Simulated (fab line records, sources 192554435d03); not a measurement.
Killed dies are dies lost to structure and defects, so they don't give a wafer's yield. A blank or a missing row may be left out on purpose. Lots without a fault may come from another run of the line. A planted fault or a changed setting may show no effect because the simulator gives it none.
Chamber matching | flow n5_finfet | N5_BEOL_M1_ALD_84 on ald_metal-01: 4 sister chambers
The step deposits TaN, pulse time 2 s, purge time 3 s, co reactant purge time 2 s. 4 wafers are shown with their chamber, then 12 later ones without.

WAFERS WITH THEIR CHAMBER
wafer  | chamber | heater_power_w (W)
L083.1 | 2       | 429
L088.3 | 0       | 357
L092.4 | 1       | 354
L092.5 | 3       | 418

WAFERS WITHOUT THEIR CHAMBER
wafer  | heater_power_w (W)
L095.2 | 426
L095.3 | 358
L095.6 | 429
L094.1 | 368
L094.2 | 426
L094.6 | 434
L096.1 | 355
L096.2 | 424
L096.4 | 358
L097.1 | 445
L097.2 | 363
L097.4 | 362

WHICH CHAMBER EACH WENT THROUGH
wafer  | from the rows above     | in truth
L095.2 | can't be placed: 2 or 3 | 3
L095.3 | can't be placed: 0 or 1 | 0
L095.6 | can't be placed: 2 or 3 | 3
L094.1 | can't be placed: 0 or 1 | 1
L094.2 | can't be placed: 2 or 3 | 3
L094.6 | can't be placed: 2 or 3 | 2
L096.1 | can't be placed: 1 or 0 | 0
L096.2 | can't be placed: 2 or 3 | 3
L096.4 | can't be placed: 0 or 1 | 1
L097.1 | can't be placed: 2 or 3 | 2
L097.2 | can't be placed: 0 or 1 | 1
L097.4 | can't be placed: 0 or 1 | 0
Placed correctly: 0 of 12. Can't be placed from these rows: 12 (the true chamber is among the candidates in 12). Placed wrongly: 0.
How it was worked out, from the rows above alone: a wafer's distance from a chamber is the root of the sum, over the readings, of the square of ((its reading less the chamber's mean) divided by the reading's scatter). The wafer belongs to the nearest chamber; if the next one is less than 2 further off, it can't be placed. A chamber's mean is the mean of its shown wafers. The scatter: with one shown wafer a chamber, the root of the mean of the squares of how far each hidden wafer lies from its nearest shown one.
